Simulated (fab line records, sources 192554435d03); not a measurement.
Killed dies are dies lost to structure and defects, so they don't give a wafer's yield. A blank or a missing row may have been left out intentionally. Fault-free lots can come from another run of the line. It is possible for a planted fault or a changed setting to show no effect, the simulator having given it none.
fab line records -- flow n5_finfet
[record] lots = 6, wafers = 16, last_day = 18
route steps=1938 shown BEOL_M5@1172 PASSIVATION@1936
lots with no fault: from the same line, run without faults
start_h: hours from the record's opening day to when the first of the lot's shown wafers began -- wait_h: hours from the lot's prior step to this one -- " identical to the entry in the row above -- L1.1+2: a row that stands for several wafers -- - either no value or no given start -- * or withheld: withheld -- < > ~ a bound
route shown NAME@n: names a module that has steps shown in the file, with the first one's number in the route -- usual: mean/standard deviation taken from wafers without a fault -- same: alike in all rows -- chamber/n: place in a boat -- sites: each site's reading -- _std_site: how widely they spread, as a standard deviation -- _edge_site: the outer-site mean with the inner-site mean subtracted -- radius_mm: for every site, how far away it sits from the centre of the wafer -- mask NAME#n: copy n -- behind: the most recent tool/chamber to have shaped the wafer -- hold: cause of the lot's hold/its duration in hours/its outcome -- device: which transistor (n, p or np) failed to switch -- end of line: tests of these same wafers at the route's end -- for a step that has no rows: nothing shown but its recipe -- killed: not the wafer's yield, but the dies lost to structure and defects at the first sort -- map: shows each die of a wafer: x if killed, . if not, _ if none is there
set.NAME: setting as actually run; set.NAME@STEP: the setting as run at that earlier step -- model.NAME: the simulator's own value behind a step, which no gauge read
certain route steps with their lots: each step a table, each wafer a row
services: when a tool's chamber went out of use (start_h, in hours from the record's first day, below 0 if earlier), for how many hours, and the reason
[[steps]]
[step N5_BEOL_M5_ALD_86]
[recipe] material = TaN, target_thk_a = *, temp_c = 275, ald_precursor_family = PDMAT, ald_co_reactant = NH3, pressure_torr = 3, carrier_flow_sccm = 1500, pulse_time_s = 2, purge_time_s = 3, co_reactant_purge_time_s = 2, co_reactant_pulse_time_s = 3, ald_cycles = 30, precursor_vessel_temp_c = 75, precursor_vessel_pressure_torr = 26.25, precursor_vessel_carrier_sccm = 1000
[usual] heater_power_w = 431/43
lot.wafer,tool,chamber,start_h,wait_h,heater_power_w
L274.1,ald_metal-02,3,201.69,0.1,441
L274.3,ald_metal-02,2,201.69,0.1,461
L274.6,ald_metal-02,1,201.69,0.1,389
L278.1,ald_metal-02,0,231.96,0.3,457
L278.3,ald_metal-02,3,231.96,0.3,442
L281.1,ald_metal-01,0,242.30,0.0,395
L281.5,ald_metal-01,2,242.30,0.0,354
L286.1,ald_metal-01,1,276.17,0.0,514
L286.3,ald_metal-01,2,276.17,0.0,357
L286.6,ald_metal-01,1,276.17,0.0,510
L289.1,ald_metal-02,1,302.00,0.0,398
L289.4,ald_metal-02,2,302.00,0.0,464
L289.6,ald_metal-02,1,302.00,0.0,392
L291.1,ald_metal-04,2,318.77,0.1,419
L291.2,ald_metal-04,0,318.77,0.1,445
L291.6,ald_metal-04,3,318.77,0.1,402
[step N5_BEOL_M5_SURFACE_TREAT_87]
[recipe] gas = Ar, time_s = *, ion_energy_ev = *, ion_current_ma_cm2 = 0.5, pressure_mtorr = *, ar_flow_sccm = 30
[step N5_BEOL_M5_CVD_47]
[recipe] material = Co, target_thk_a = 30, temp_c = withheld, precursor = CCTBA/H2, pressure_torr = 30, time_s = 216
[step N5_BEOL_M5_SPUTTER_48]
[recipe] material = Cu, target_thk_a = 150, temp_c = -20, chamber_pressure_pa = 0.07, power_w = withheld, time_s = 27.62
[step N5_BEOL_M5_ANNEAL_49]
[recipe] temp_c = 400, time_s = 1800, ambient = vacuum
[usual] heater_power_w = 821/88
lot.wafer,tool,chamber,start_h,wait_h,heater_power_w
L274.1,pvd_sputter-02,-,202.87,0.0,729
L274.3,pvd_sputter-02,-,202.87,0.0,935
L274.6,pvd_sputter-02,-,202.87,0.0,732
L278.1,pvd_sputter-03,-,232.62,0.0,891
L278.3,pvd_sputter-03,-,232.62,0.0,838
L281.1,pvd_sputter-03,-,243.02,0.0,819
L281.5,pvd_sputter-03,-,243.02,0.0,847
L286.1,pvd_sputter-02,-,276.88,0.0,736
L286.3,pvd_sputter-02,-,276.88,0.0,731
L286.6,pvd_sputter-02,-,276.88,0.0,739
L289.1,pvd_sputter-02,-,302.60,0.0,927
L289.4,pvd_sputter-02,-,302.60,0.0,739
L289.6,pvd_sputter-02,-,302.60,0.0,933
L291.1,pvd_sputter-01,-,319.40,0.0,842
L291.2,pvd_sputter-01,-,319.40,0.0,1000
L291.6,pvd_sputter-01,-,319.40,0.0,861
[step N5_BEOL_M5_SPUTTER_81]
[recipe] material = Cu, target_thk_a = 150, temp_c = -20, chamber_pressure_pa = 0.07, power_w = withheld, time_s = 27.62
[step N5_BEOL_M5_ANNEAL_82]
[recipe] temp_c = 400, time_s = 1800, ambient = vacuum
[usual] heater_power_w = 822/89
lot.wafer,tool,chamber,start_h,wait_h,heater_power_w
L274.1,pvd_sputter-02,-,203.96,0.0,735
L274.3,pvd_sputter-02,-,203.96,0.0,915
L274.6,pvd_sputter-02,-,203.96,0.0,735
L278.1,pvd_sputter-03,-,233.71,0.0,922
L278.3,pvd_sputter-03,-,233.71,0.0,814
L281.1,pvd_sputter-03,-,244.11,0.0,835
L281.5,pvd_sputter-03,-,244.11,0.0,831
L286.1,pvd_sputter-02,-,277.97,0.0,723
L286.3,pvd_sputter-02,-,277.97,0.0,748
L286.6,pvd_sputter-02,-,277.97,0.0,732
L289.1,pvd_sputter-02,-,303.68,0.0,941
L289.4,pvd_sputter-02,-,303.68,0.0,728
L289.6,pvd_sputter-02,-,303.68,0.0,901
L291.1,pvd_sputter-01,-,320.48,0.0,853
L291.2,pvd_sputter-01,-,320.48,0.0,972
L291.6,pvd_sputter-01,-,320.48,0.0,869
[step N5_BEOL_M5_SPUTTER_83]
[recipe] material = Cu, target_thk_a = 150, temp_c = -20, chamber_pressure_pa = 0.07, power_w = withheld, time_s = 27.62
[usual] substrate_temp_c = -19.98/0.097, throttle_valve_pct = 29.7/1
lot.wafer,tool,chamber,start_h,wait_h,substrate_temp_c,throttle_valve_pct
L274.1,pvd_sputter-02,-,204.96,0.5,-19.92,29.9
L274.3,pvd_sputter-02,-,204.96,0.5,-19.99,29.8
L274.6,pvd_sputter-02,-,204.96,0.5,-19.99,30.5
L278.1,pvd_sputter-03,-,234.72,0.5,-20.04,30.9
L278.3,pvd_sputter-03,-,234.72,0.5,-20.21,28.9
L281.1,pvd_sputter-03,-,245.11,0.5,-19.81,28.9
L281.5,pvd_sputter-03,-,245.11,0.5,-19.95,28.6
L286.1,pvd_sputter-02,-,278.98,0.5,-19.92,29.5
L286.3,pvd_sputter-02,-,278.98,0.5,-20.00,30.5
L286.6,pvd_sputter-02,-,278.98,0.5,-19.99,30.2
L289.1,pvd_sputter-02,-,304.69,0.5,-19.74,30.1
L289.4,pvd_sputter-02,-,304.69,0.5,-20.01,29.8
L289.6,pvd_sputter-02,-,304.69,0.5,-19.88,29.9
L291.1,pvd_sputter-01,-,321.49,0.5,-20.14,30.0
L291.2,pvd_sputter-01,-,321.49,0.5,-19.98,30.4
L291.6,pvd_sputter-01,-,321.49,0.5,-20.21,29.2
[step N5_BEOL_M5_ANNEAL_84]
[recipe] temp_c = 400, time_s = 1800, ambient = vacuum
[usual] heater_power_w = 823/88
lot.wafer,tool,chamber,start_h,wait_h,heater_power_w
L274.1,pvd_sputter-02,-,205.04,0.0,735
L274.3,pvd_sputter-02,-,205.04,0.0,913
L274.6,pvd_sputter-02,-,205.04,0.0,735
L278.1,pvd_sputter-03,-,234.80,0.0,882
L278.3,pvd_sputter-03,-,234.80,0.0,848
L281.1,pvd_sputter-03,-,245.19,0.0,839
L281.5,pvd_sputter-03,-,245.19,0.0,833
L286.1,pvd_sputter-02,-,279.06,0.0,742
L286.3,pvd_sputter-02,-,279.06,0.0,723
L286.6,pvd_sputter-02,-,279.06,0.0,730
L289.1,pvd_sputter-02,-,304.77,0.0,910
L289.4,pvd_sputter-02,-,304.77,0.0,735
L289.6,pvd_sputter-02,-,304.77,0.0,903
L291.1,pvd_sputter-01,-,321.57,0.0,857
L291.2,pvd_sputter-01,-,321.57,0.0,976
L291.6,pvd_sputter-01,-,321.57,0.0,866
[step N5_BEOL_M5_SPUTTER_88]
[recipe] material = Cu, target_thk_a = 150, temp_c = -20, chamber_pressure_pa = 0.07, power_w = withheld, time_s = 27.62
[step N5_BEOL_M5_ANNEAL_89]
[recipe] temp_c = 400, time_s = 1800, ambient = vacuum
[step N5_BEOL_M5_SPUTTER_90]
[recipe] material = Cu, target_thk_a = 45, temp_c = -20, chamber_pressure_pa = 0.07, power_w = withheld, time_s = 8.29
[step N5_BEOL_M5_ECD_50]
[recipe] material = Cu, target_thk_a = 3000
lot.wafer,tool,chamber,start_h,wait_h,model.Cu_of_BEOL_M5_ECD_50.thk_nm
L274.1,ecd_cu-01,0,207.25,0.1,295.8
L274.3,ecd_cu-01,0,207.25,0.1,292
L274.6,ecd_cu-01,1,207.25,0.1,301.6
L278.1,ecd_cu-01,0,237.01,0.1,210.6
L278.3,ecd_cu-01,1,237.01,0.1,296.4
L281.1,ecd_cu-01,1,247.40,0.1,211.4
L281.5,ecd_cu-01,0,247.40,0.1,212.6
L286.1,ecd_cu-02,1,281.27,0.1,302
L286.3,ecd_cu-02,0,281.27,0.1,297.8
L286.6,ecd_cu-02,1,281.27,0.1,303.4
L289.1,ecd_cu-02,1,307.00,0.1,303.4
L289.4,ecd_cu-02,0,307.00,0.1,298.8
L289.6,ecd_cu-02,0,307.00,0.1,302.6
L291.1,ecd_cu-02,0,329.49,0.1,300.6
L291.2,ecd_cu-02,1,329.49,0.1,297.6
L291.6,ecd_cu-02,1,329.49,0.1,298.8
[step N5_BEOL_M5_ANNEAL_51]
[recipe] temp_c = 225, time_s = 90, ambient = N2
[step N5_BEOL_M5_CMP_52]
[recipe] stop_on = SiCOH_lowk, t_overpolish_s = 6.9, down_force_psi = 1, platen_rpm = 50, clearing_platen_down_force_psi = 1.5, clearing_platen_rpm = 50, post_cmp_clean = cu_alkaline, target_thk_nm = 62, clearing_platen_pad_velocity_m_s = 0.99484, pad_velocity_m_s = 0.99484
[usual] motor_current_A = 6.1/0.64, time_to_endpoint_s = 61.7/2.8
lot.wafer,tool,chamber,start_h,wait_h,motor_current_A,time_to_endpoint_s
L274.3,cmp-03,3,207.69,0.2,6.5,58.8
L274.1,cmp-03,0,207.69,0.2,5.7,61.9
L274.6,cmp-03,2,207.69,0.2,6.4,60.4
L278.1,cmp-04,1,237.54,0.3,6.4,44.8
L278.3,cmp-04,2,237.54,0.3,5.7,61.5
L281.1,cmp-02,1,248.07,0.3,7.3,41.7
L281.5,cmp-02,1,248.07,0.3,7.3,42.9
L286.1,cmp-03,0,281.69,0.3,5.8,61.4
L286.3,cmp-03,2,281.69,0.3,6.0,57.9
L286.6,cmp-03,3,281.69,0.3,6.7,60.2
L289.1,cmp-02,2,307.78,0.3,5.3,59.9
L289.4,cmp-02,3,307.78,0.3,5.1,58.8
L289.6,cmp-02,2,307.78,0.3,5.3,62.6
L291.2,cmp-02,1,329.99,0.3,7.1,56.6
L291.1,cmp-02,2,329.99,0.3,5.5,59.2
L291.6,cmp-02,0,329.99,0.3,5.8,59.1
[step N5_BEOL_M5_THK_MEAS_53]
[recipe] thk_meas_gauge = xrf, reads = Cu_of_BEOL_M5_ECD_50
[usual] M5_THK = 62.2/1.5
lot.wafer,tool,chamber,start_h,wait_h,M5_THK[nm]
L274.1,film_metro-01,-,207.94,-,63.6
L274.3,film_metro-01,-,207.94,-,63.0
L274.6,film_metro-01,-,207.94,-,62.3
L278.1,film_metro-02,-,237.80,-,62.7
L278.3,film_metro-02,-,237.80,-,61.8
L281.1,film_metro-01,-,248.37,-,64.3
L281.5,film_metro-01,-,248.37,-,63.4
L286.1,film_metro-01,-,281.94,-,60.2
L286.3,film_metro-01,-,281.94,-,63.6
L286.6,film_metro-01,-,281.94,-,61.9
L289.1,film_metro-02,-,308.07,-,62.8
L289.4,film_metro-02,-,308.07,-,60.4
L289.6,film_metro-02,-,308.07,-,61.9
L291.1,film_metro-01,-,330.24,-,60.0
L291.2,film_metro-01,-,330.24,-,64.6
L291.6,film_metro-01,-,330.24,-,60.3
[step N5_PASSIVATION_PROBE_49]
[usual] defect_limited_yield = 91.1/1.3, killed_at_M0_to_M3 = 34/10, killed_at_M4_up = 14/5.7, killed_at_contacts = 12/5.9, killed_at_front_end = 41/12, killed_at_other = 4/3.1, killed_dies = 105/15, killed_open = 69/11, killed_short = 35/7.8, sort_bin_5_function = 5.3/0.81, sort_bin_6_memory = 3.3/0.75, sort_n_pass = 1075/15, sort_yield_pct = 91.1/1.3
[same] gross_dies = 1180, killed_at_back_side = 0, sort_bin_4_leakage[%] = 0, sort_bin_8_speed[%] = 0
lot.wafer,tool,chamber,start_h,wait_h,defect_limited_yield[%],killed_at_M0_to_M3,killed_at_M4_up,killed_at_contacts,killed_at_front_end,killed_at_other,killed_dies,killed_open,killed_short,sort_bin_5_function[%],sort_bin_6_memory[%],sort_n_pass,sort_yield_pct[%]
L281.1,prober-02,-,343.66,0.0,91.0,25,21,12,42,6,106,66,39,5.0,3.6,1074,91.0
L289.1,prober-02,-,392.59,0.0,91.9,31,13,14,37,0,95,72,23,5.1,2.9,1085,91.9
// killed by level:class
L281.1 BEOL_M4:geometric_particle:open=12 MOL_CONTACT_COAG:geometric_particle:open=10 FIN_SAQP:geometric_particle:short=8 FIN_SAQP:geometric_particle:open=7 BEOL_M0_SAQP:geometric_particle:open=6 STI_FIN_REVEAL:geometric_particle:open=5 ILD0:geometric_particle:short=5 BEOL_M1:geometric_particle:open=5
L289.1 STI_FIN_REVEAL:geometric_particle:open=11 MOL_CONTACT_COAG:geometric_particle:open=10 FIN_SAQP:geometric_particle:open=9 BEOL_M0_SAQP:geometric_particle:open=9 BEOL_M3:geometric_particle:open=7 GATE_CUT:geometric_particle:open=4 MOL_CONTACT_COAG:geometric_particle:short=4 BEOL_M5:geometric_particle:open=4
[[services]]
tool,chamber,start_h,hours,kind
ecd_cu-02,-,181.93,0.6,repair
ecd_cu-01,-,183.87,5.6,repair
cmp-02,-,201.67,0.3,repair
ecd_cu-02,-,209.80,3.8,repair
cmp-03,-,211.96,4.0,pm
cmp-03,-,215.96,-,consumable_replace:conditioner
cmp-03,-,215.96,-,consumable_replace:pad
pvd_sputter-02,-,222.72,1.7,repair
cmp-04,-,225.68,4.9,pm
ecd_cu-01,-,238.54,2.6,repair
cmp-03,-,239.57,5.5,pm
ald_metal-04,-,247.48,4.3,pm
cmp-02,-,248.33,0.2,repair
cmp-03,-,250.58,1.7,repair
cmp-04,-,259.95,2.7,repair
cmp-04,-,269.19,4.0,pm
cmp-04,-,273.19,-,consumable_replace:conditioner
cmp-04,-,273.19,-,consumable_replace:pad
ecd_cu-01,-,283.32,1.8,repair
cmp-04,-,295.33,1.3,repair
ecd_cu-02,-,296.65,2.2,repair
cmp-04,-,302.97,0.5,repair
cmp-03,-,306.34,17.7,pm
[[key]]
[first_sign] step = N5_BEOL_M5_CMP_52, reading = time_to_endpoint_s, direction = down, sigmas = 6.7, usual = *, struck = *
effect none on later readings
[model_effect] step = N5_BEOL_M5_ECD_50, value = Cu_of_BEOL_M5_ECD_50.thk_nm, without = 297.2, struck = 211.5
met_at N5_BEOL_M5_ECD_50
struck_wafers L278.1,L281.1,L281.5
onset_between 207.25 237.01
[fault] kind = process_parameter_drift, tool = ecd_cu-01, chamber = -, onset_h = 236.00, steps = N5_BEOL_M5_ECD_50, channel = target_thk_a, offset = *, shape = step, end_h = 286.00, scope = struck_wafers_only, acts_in = *, stated = *
